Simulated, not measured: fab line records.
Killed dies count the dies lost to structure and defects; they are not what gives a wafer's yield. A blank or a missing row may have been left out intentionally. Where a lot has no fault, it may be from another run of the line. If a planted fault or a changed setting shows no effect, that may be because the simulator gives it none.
Chamber matching / flow nand harc / 4 sister chambers for NHARC_A_STAIRCASE_TRIM_20 on rie diel-12
The step chemistry O2, time 211.2 s. 8 wafers are shown with their chamber, then 12 later ones without.

WAFERS WITH THEIR CHAMBER
wafer=L080.2; chamber=1; showerhead plenum p Torr (Torr)=3.63; drypump motor current A (A)=5.9
wafer=L080.6; chamber=0; showerhead plenum p Torr (Torr)=3.50; drypump motor current A (A)=5.7
wafer=L086.2; chamber=1; showerhead plenum p Torr (Torr)=3.63; drypump motor current A (A)=6.0
wafer=L086.3; chamber=0; showerhead plenum p Torr (Torr)=3.49; drypump motor current A (A)=5.7
wafer=L086.4; chamber=3; showerhead plenum p Torr (Torr)=3.62; drypump motor current A (A)=6.0
wafer=L085.3; chamber=3; showerhead plenum p Torr (Torr)=3.62; drypump motor current A (A)=6.0
wafer=L085.4; chamber=2; showerhead plenum p Torr (Torr)=3.70; drypump motor current A (A)=6.2
wafer=L085.6; chamber=2; showerhead plenum p Torr (Torr)=3.70; drypump motor current A (A)=6.2

WAFERS WITHOUT THEIR CHAMBER
wafer=L089.1; showerhead plenum p Torr (Torr)=3.62; drypump motor current A (A)=5.9
wafer=L089.2; showerhead plenum p Torr (Torr)=3.70; drypump motor current A (A)=6.2
wafer=L089.5; showerhead plenum p Torr (Torr)=3.61; drypump motor current A (A)=6.0
wafer=L092.2; showerhead plenum p Torr (Torr)=3.61; drypump motor current A (A)=6.0
wafer=L092.3; showerhead plenum p Torr (Torr)=3.69; drypump motor current A (A)=6.3
wafer=L092.5; showerhead plenum p Torr (Torr)=3.69; drypump motor current A (A)=6.3
wafer=L093.4; showerhead plenum p Torr (Torr)=3.62; drypump motor current A (A)=5.9
wafer=L093.5; showerhead plenum p Torr (Torr)=3.62; drypump motor current A (A)=5.9
wafer=L093.6; showerhead plenum p Torr (Torr)=3.49; drypump motor current A (A)=5.7
wafer=L096.3; showerhead plenum p Torr (Torr)=3.61; drypump motor current A (A)=6.0
wafer=L096.5; showerhead plenum p Torr (Torr)=3.61; drypump motor current A (A)=6.0
wafer=L096.6; showerhead plenum p Torr (Torr)=3.69; drypump motor current A (A)=6.2

THE CHAMBER EACH PASSED THROUGH
wafer=L089.1; from the rows above=can't be placed: 3 or 1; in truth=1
wafer=L089.2; from the rows above=2; in truth=2
wafer=L089.5; from the rows above=3; in truth=3
wafer=L092.2; from the rows above=3; in truth=3
wafer=L092.3; from the rows above=2; in truth=2
wafer=L092.5; from the rows above=2; in truth=2
wafer=L093.4; from the rows above=can't be placed: 3 or 1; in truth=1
wafer=L093.5; from the rows above=can't be placed: 3 or 1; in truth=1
wafer=L093.6; from the rows above=0; in truth=0
wafer=L096.3; from the rows above=3; in truth=3
wafer=L096.5; from the rows above=3; in truth=3
wafer=L096.6; from the rows above=2; in truth=2
9 of 12 placed correctly. Not placeable from these rows: 3 (in 3, the candidates include the true chamber). 0 placed wrongly.
How it was worked out, from the rows above alone: a wafer's distance from a chamber is the root of the sum, over the readings, of the square of ((its reading less the chamber's mean) divided by the reading's scatter). If the next closest chamber is less than 2 further off than the closest, the wafer can't be placed; otherwise it belongs to the closest. A chamber's mean is the mean of its shown wafers. The scatter is the square root of a quotient: the sum, over the shown wafers, of each reading's squared deviation from its chamber's mean, divided by wafers minus chambers.
